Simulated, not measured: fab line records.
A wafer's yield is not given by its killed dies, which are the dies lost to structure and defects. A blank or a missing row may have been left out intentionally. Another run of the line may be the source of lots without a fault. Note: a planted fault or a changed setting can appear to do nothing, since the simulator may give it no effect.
fab line records    flow nand_harc
record: lots: 6  wafers: 18  last_day: 24
route steps=1159 shown THIN_TSV@1140 END@1159
lots with no fault: from the same line, run without faults
start_h: the number of hours between the record's first day and the start of the first shown wafer of the lot    wait_h: how many hours have passed since the lot's step before this one    " same as the row above    L1.1+2: several wafers, shown together as one row    - no value present, or no start provided    * or withheld: withheld    < > ~ a bound
route shown NAME@n: names a module that has steps shown in the file, with the first one's number in the route    usual: mean and standard deviation over wafers with no fault    same: alike in all rows    chamber/n: place in a boat    sites: per-site readings    _std_site: the standard deviation of these    _edge_site: mean of outer sites minus mean of inner sites    radius_mm: for every site, how far away it sits from the centre of the wafer    mask NAME#n: copy n    behind: the most recent tool/chamber to have shaped the wafer    hold: the reason the lot was held/the length of the hold in hours/how it ended    device: the transistor (n, p or np) that didn't switch    end of line: tests of these same wafers at the route's end    for a step that has no rows: nothing shown but its recipe    killed: at the first sort, the dies lost to defects and structure; wafer yield is something else    map: per-die view of a wafer (x killed, . not killed, _ where there is no die)
set.NAME: the setting that was run; set.NAME@STEP: the one run at that earlier step    model.NAME: the simulator's own value behind a step, which no gauge read
lots seen at some steps along the route; tables by step, rows by wafer
services: the hour from which a tool's chamber was out of use, counted from the record's first day as start_h (under 0 if before that day), plus the number of hours and why
== steps ==
step: NHARC_THIN_TSV_DEHYDRATE_25
recipe: temp_c: 150  time_s: 120
step: NHARC_THIN_TSV_HMDS_26
recipe: time_s: 30
step: NHARC_THIN_TSV_COAT_27
recipe: spin_rpm: *
step: NHARC_THIN_TSV_SOFTBAKE_28
recipe: temp_c: 122  time_s: 95
step: NHARC_THIN_TSV_EBR_29
step: NHARC_THIN_TSV_EXPOSE_30
recipe: na: 0.55  dose_mj: 11.47  mask_id: PAD
step: NHARC_THIN_TSV_PEB_31
recipe: peb_temp_c: 118  peb_time_s: 85
step: NHARC_THIN_TSV_DEVELOP_32
recipe: time_s: 70
step: NHARC_THIN_TSV_CD_MEAS_33
recipe: target_cd_nm: 5000  landing_energy_ev: 500
usual: cd_nm: 4999.5/1.8
lot.wafer  tool       chamber  start_h  wait_h  cd_nm
L230.1     cd_sem-03  0        438.49   -       4999.9
L230.3     "          0        "        "       5001.9
L230.6     "          0        "        "       5000.8
L236.1     cd_sem-02  0        482.66   -       4996.5
L236.3     "          0        "        "       4998.0
L236.5     "          0        "        "       4999.0
L238.1     cd_sem-03  0        498.75   -       5000.5
L238.3     "          0        "        "       4998.7
L238.5     "          0        "        "       5000.8
L241.2     cd_sem-03  0        508.49   -       4999.4
L241.3     "          0        "        "       4999.0
L241.6     "          0        "        "       5000.3
L249.3     cd_sem-03  0        559.34   -       4998.8
L249.5     "          0        "        "       5001.0
L249.6     "          0        "        "       4999.7
L248.1     cd_sem-03  0        560.51   -       5002.5
L248.2     "          0        "        "       5001.0
L248.4     "          0        "        "       5000.3
step: NHARC_THIN_TSV_HARDBAKE_34
recipe: temp_c: 125  time_s: 80
step: NHARC_THIN_TSV_DESCUM_35
recipe: time_s: 3  o2_flow_sccm: 200  ar_flow_sccm: 0  bias_power_w: 0  chemistry: O2
usual: drypump_motor_current_A: 5.6/0.38  oes_product_au: 1.000/0.011  rf_vpp_V: 57.6/0.85  showerhead_plenum_p_Torr: 1.88/0.069  throttle_valve_pct: 11.312/0.01
lot.wafer  tool         chamber  start_h  wait_h  drypump_motor_current_A  oes_product_au  rf_hours_counter_h  rf_vpp_V  showerhead_plenum_p_Torr  throttle_valve_pct
L230.3     rie_diel-01  0        438.65   -       5.8                      0.998           9                   56.7      1.86                      11.298
L230.1     "            3        "        "       6.0                      1.009           9                   58.1      1.85                      11.306
L230.6     "            0        "        "       5.9                      0.990           -                   57.0      1.86                      11.304
L236.1     rie_diel-07  1        482.83   -       6.0                      1.007           5                   57.6      1.81                      11.316
L236.3     "            0        "        "       6.0                      0.994           4                   58.1      1.87                      11.317
L236.5     "            1        "        "       6.0                      1.018           -                   57.4      1.81                      11.309
L238.3     rie_diel-12  2        498.93   -       5.2                      0.996           12                  57.8      1.98                      11.315
L238.1     "            3        "        "       6.0                      0.990           11                  57.1      1.86                      11.319
L238.5     "            0        "        "       6.0                      0.971           -                   55.2      1.78                      11.307
L241.3     rie_diel-07  1        508.65   -       6.0                      1.016           7                   57.0      1.81                      11.312
L241.2     "            0        "        "       6.0                      1.009           6                   58.3      1.87                      11.303
L241.6     "            1        "        "       6.0                      1.007           -                   57.6      1.81                      11.319
L249.3     rie_diel-07  0        559.53   -       6.1                      0.990           9                   56.7      1.87                      11.310
L249.6     "            1        "        "       6.0                      1.004           -                   57.8      1.81                      11.323
L249.5     "            2        "        "       5.2                      0.998           -                   57.9      1.84                      11.303
L248.1     rie_diel-01  3        560.67   -       6.0                      0.982           5                   58.8      1.85                      11.311
L248.4     "            0        "        "       5.9                      0.985           5                   57.0      1.85                      11.336
L248.2     "            2        "        "       5.6                      0.997           5                   58.2      1.92                      11.309
step: NHARC_THIN_TSV_ETCH_59
recipe: target_depth_a: 8800  icp_w: 900  bias_w: 100  Cl2_flow_sccm: 60  bcl3_flow_sccm: 30  time_s: 138.1  chemistry: Cl2/BCl3
usual: bias_w: 100.0/0.35  drypump_motor_current_A: 5.6/0.33  oes_product_au: 1.004/0.0067  run_length_s: 159.3/0.43  throttle_valve_pct: 22.265/0.0087
lot.wafer  tool          chamber  start_h  wait_h  bias_w  drypump_motor_current_A  oes_product_au  rf_hours_counter_h  run_length_s  throttle_valve_pct
L230.1     rie_metal-02  0        438.82   0.1     99.3    5.3                      1.000           1.3                 159.0         22.260
L230.3     "             1        "        "       100.5   5.8                      0.995           -                   159.7         22.279
L230.6     "             1        "        "       100.4   5.8                      0.999           -                   159.5         22.260
L236.1     rie_metal-03  0        482.99   0.2     100.3   6.1                      1.003           0.4                 158.3         22.266
L236.3     "             1        "        "       100.3   5.4                      1.004           -                   158.9         22.272
L236.5     "             0        "        "       100.3   6.0                      1.011           -                   158.5         22.255
L238.1     rie_metal-03  1        499.10   0.1     100.0   5.4                      0.997           0.9                 159.0         22.263
L238.3     "             0        "        "       99.9    6.1                      1.012           -                   158.6         22.283
L238.5     "             1        "        "       99.5    5.4                      0.997           -                   159.1         22.254
L241.2     rie_metal-03  0        508.81   0.1     99.4    6.1                      1.006           1.1                 158.8         22.257
L241.3     "             0        "        "       99.7    6.1                      1.013           -                   158.8         22.270
L241.6     "             0        "        "       99.6    6.1                      1.003           -                   158.4         22.266
L249.3     rie_metal-01  1        559.73   0.2     100.0   5.8                      1.003           -                   159.8         22.256
L249.6     "             0        "        "       99.8    5.1                      1.010           -                   159.9         22.263
L249.5     "             1        "        "       100.4   5.7                      0.999           -                   159.6         22.262
L248.2     rie_metal-01  1        560.80   0.1     99.9    5.7                      1.008           1.5                 159.3         22.273
L248.1     "             0        "        "       100.1   5.1                      1.001           1.5                 159.6         22.263
L248.4     "             0        "        "       100.1   5.1                      1.006           -                   159.6         22.267
step: NHARC_THIN_TSV_ETCH_36
recipe: target_depth_a: 650  over_etch_frac: 0.3  time_s: 18.571  ion_energy_ev: 150  chemistry: Cl2/BCl3
usual: drypump_motor_current_A: 5.6/0.33  oes_product_au: 1.004/0.0082  run_length_s: 39.7/0.42
lot.wafer  tool          chamber  start_h  wait_h  drypump_motor_current_A  oes_product_au  rf_hours_counter_h  run_length_s
L230.1     rie_metal-02  0        439.05   0.2     5.3                      1.014           1.5                 39.4
L230.3     "             1        "        "       5.9                      1.009           -                   39.8
L230.6     "             1        "        "       5.9                      0.998           -                   39.7
L236.1     rie_metal-03  1        483.22   0.2     5.4                      1.000           0.5                 39.2
L236.3     "             1        "        "       5.4                      0.988           -                   39.2
L236.5     "             0        "        "       6.1                      1.011           -                   38.9
L238.1     rie_metal-03  0        499.33   0.2     6.1                      1.007           1.0                 34.9
L238.3     "             0        "        "       6.1                      1.008           -                   35.3
L238.5     "             0        "        "       6.1                      1.003           -                   39.0
L241.2     rie_metal-03  0        509.04   0.2     6.1                      1.008           1.2                 39.1
L241.3     "             1        "        "       5.4                      1.000           -                   35.7
L241.6     "             0        "        "       6.1                      1.003           -                   38.8
L249.3     rie_metal-01  0        559.90   0.1     5.1                      1.011           -                   40.0
L249.5     "             0        "        "       5.1                      1.015           -                   39.9
L249.6     "             1        "        "       5.8                      1.004           -                   40.1
L248.2     rie_metal-01  1        561.06   0.2     5.8                      1.004           1.7                 40.1
L248.1     "             0        "        "       5.1                      1.003           1.7                 40.6
L248.4     "             0        "        "       5.1                      1.012           -                   39.8
step: NHARC_THIN_TSV_STRIP_56
recipe: power_w: 1500  temp_c: 250  chemistry: O2
usual: drypump_motor_current_A: 5.6/0.42  heater_power_w: 297/36
lot.wafer  tool             chamber  start_h  wait_h  drypump_motor_current_A  heater_power_w  rf_hours_counter_h
L230.1     plasma_asher-02  1        439.19   0.1     5.8                      292             23
L230.3     "                0        "        "       5.3                      285             -
L230.6     "                1        "        "       5.8                      301             -
L236.1     plasma_asher-01  1        483.32   0.1     6.2                      354             6
L236.3     "                0        "        "       5.1                      252             -
L236.5     "                0        "        "       5.1                      254             -
L238.1     plasma_asher-02  0        499.47   0.1     5.2                      288             45
L238.3     "                0        "        "       5.2                      290             -
L238.5     "                0        "        "       5.2                      287             -
L241.2     plasma_asher-01  0        509.13   0.1     5.1                      254             15
L241.3     "                0        "        "       5.1                      252             -
L241.6     "                0        "        "       5.1                      257             -
L249.3     plasma_asher-02  0        560.08   0.2     5.3                      278             -
L249.5     "                0        "        "       5.3                      281             -
L249.6     "                1        "        "       5.8                      280             -
L248.1     plasma_asher-02  1        561.16   0.1     5.8                      284             2
L248.2     "                0        "        "       5.2                      273             2
L248.4     "                0        "        "       5.2                      271             -
step: NHARC_END_SORT_01
recipe: temp_c: 25
usual: defect_limited_yield: 95.1/1.6  killed_at_array: 29/11  killed_at_other: 0.7/1.1  killed_at_periphery: 2.9/2.2  killed_dies: 33/11  killed_open: 3.1/1.8  killed_short: 1.9/1.4  sort_bin_2_pct: 1.6/0.64  sort_bin_3_pct: 0.26/0.18  sort_bin_4_pct: 3.1/1.1  sort_n_pass: 644/11  sort_rim_yield_pct: 95.7/2.8  sort_yield_pct: 95.1/1.6
same: gross_dies: 677  sort_bin_5_pct[%]: 0  sort_bin_6_pct[%]: 0  sort_bin_7_pct[%]: 0  sort_bin_8_pct[%]: 0  sort_rim_n_gross: 106.00
lot.wafer  tool       chamber  start_h  wait_h  defect_limited_yield[%]  killed_at_array  killed_at_other  killed_at_periphery  killed_dies  killed_open  killed_short  sort_bin_2_pct[%]  sort_bin_3_pct[%]  sort_bin_4_pct[%]  sort_n_pass  sort_rim_yield_pct[%]  sort_yield_pct[%]
L236.1     prober-01  0        496.86   2.5     94.7                     31               1                4                    36           5            2             1.6                0.30               3.4                641          94.3                   94.7
L236.3     prober-01  0        498.46   3.1     96.5                     22               2                0                    24           3            0             0.9                0.15               2.5                653          98.1                   96.5
L236.5     prober-01  0        500.06   3.7     95.3                     29               1                2                    32           1            1             1.3                0.15               3.2                645          94.3                   95.3
L238.1     prober-01  0        505.88   2.5     95.4                     29               0                2                    31           3            2             0.7                0.15               3.7                646          94.3                   95.4
L238.3     prober-01  0        507.46   3.1     96.8                     20               1                1                    22           1            2             1.8                0.15               1.3                655          96.2                   96.8
L238.5     prober-01  0        509.05   3.7     95.7                     27               0                2                    29           5            1             1.0                0.15               3.1                648          91.5                   95.7
killed by level:class
L236.1 A_SLIT:chamber_film_flake=14 A_CHANNEL_HOLE_D1:chamber_film_flake=6 P_M0:geometric_particle:open=2 A_ZERO_WELL:chamber_film_flake=2 A_CONTACT:chamber_film_flake=2 A_ONON_D1:geometric_particle:short=1 A_WL_FILL:geometric_particle:open=1 A_WL_FILL:geometric_particle:short=1
L236.3 A_SLIT:chamber_film_flake=9 A_CONTACT:chamber_film_flake=5 A_STAIRCASE:chamber_film_flake=3 A_CHANNEL_HOLE_D1:chamber_film_flake=2 A_WL_FILL:geometric_particle:open=1 A_M0:geometric_particle:open=1 STARTING-WAFER:geometric_particle:open=1 A_CHANNEL_FILL_D1:chamber_film_flake=1
L236.5 A_SLIT:chamber_film_flake=16 A_CHANNEL_HOLE_D1:chamber_film_flake=6 A_CONTACT:chamber_film_flake=3 A_STAIRCASE:chamber_film_flake=2 P_CONTACT:geometric_particle:open=1 A_WL_FILL:geometric_particle:short=1 P_GATE:chamber_film_flake=1 A_ZERO_WELL:chamber_film_flake=1
L238.1 A_CHANNEL_HOLE_D1:chamber_film_flake=17 A_CHANNEL_FILL_D1:chamber_film_flake=4 A_CONTACT:chamber_film_flake=3 A_CONTACT:geometric_particle:open=2 P_CONTACT:geometric_particle:short=1 A_CHANNEL_FILL_D1:geometric_particle:short=1 A_BLC:geometric_particle:open=1 P_ZERO_WELL:chamber_film_flake=1
L238.3 A_CHANNEL_HOLE_D1:chamber_film_flake=15 A_STAIRCASE:chamber_film_flake=2 P_M0:geometric_particle:short=1 A_CHANNEL_FILL_D1:geometric_particle:short=1 A_M0:geometric_particle:open=1 A_CONTACT:chamber_film_flake=1 THIN_TSV:chamber_film_flake=1
L238.5 A_CHANNEL_HOLE_D1:chamber_film_flake=17 A_CONTACT:chamber_film_flake=4 A_CONTACT:geometric_particle:open=2 P_M0:geometric_particle:short=1 A_SOURCE_PLATE:geometric_particle:open=1 A_CHANNEL_HOLE_D1:geometric_particle:open=1 A_M0:geometric_particle:open=1 P_GATE:chamber_film_flake=1
== services ==
tool             chamber  start_h  hours  kind
rie_diel-07      0        431.19   4.0    repair
rie_diel-07      0        438.70   -      clean
rie_diel-07      1        438.70   -      clean
rie_diel-07      2        438.70   -      clean
rie_metal-03     -        453.00   9.0    pm
rie_metal-03     0        453.00   9.0    vent_cycle
rie_metal-03     1        453.00   9.0    vent_cycle
plasma_asher-01  -        453.00   9.0    pm
rie_metal-03     0        462.00   -      clean
rie_metal-03     1        462.00   -      clean
rie_metal-02     0        474.92   2.3    repair
rie_diel-01      -        491.91   9.0    pm
rie_diel-12      1        496.25   15.7   repair
rie_metal-01     -        509.00   9.0    pm
rie_metal-01     0        509.00   9.0    vent_cycle
rie_metal-01     1        509.00   9.0    vent_cycle
rie_metal-01     0        518.00   -      clean
rie_metal-01     1        518.00   -      clean
plasma_asher-02  -        543.96   9.0    pm
plasma_asher-02  0        543.96   9.0    vent_cycle
plasma_asher-02  1        543.96   9.0    vent_cycle
plasma_asher-02  0        552.96   -      clean
plasma_asher-02  1        552.96   -      clean
rie_diel-12      -        556.52   9.0    pm
== key ==
first_sign: step: NHARC_THIN_TSV_ETCH_36  reading: run_length_s  direction: down  sigmas: 11  usual: *  struck: *
effect none on later readings
met_at NHARC_THIN_TSV_ETCH_36
struck_wafers L238.1,L238.3,L241.3
onset_between 483.22 499.33
fault: kind: process_parameter_drift  tool: rie_metal-03  chamber: -  onset_h: 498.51  steps: NHARC_THIN_TSV_ETCH_36  channel: time_s  offset: *  shape: step  end_h: 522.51  scope: struck_wafers_only  acts_in: *  stated: *
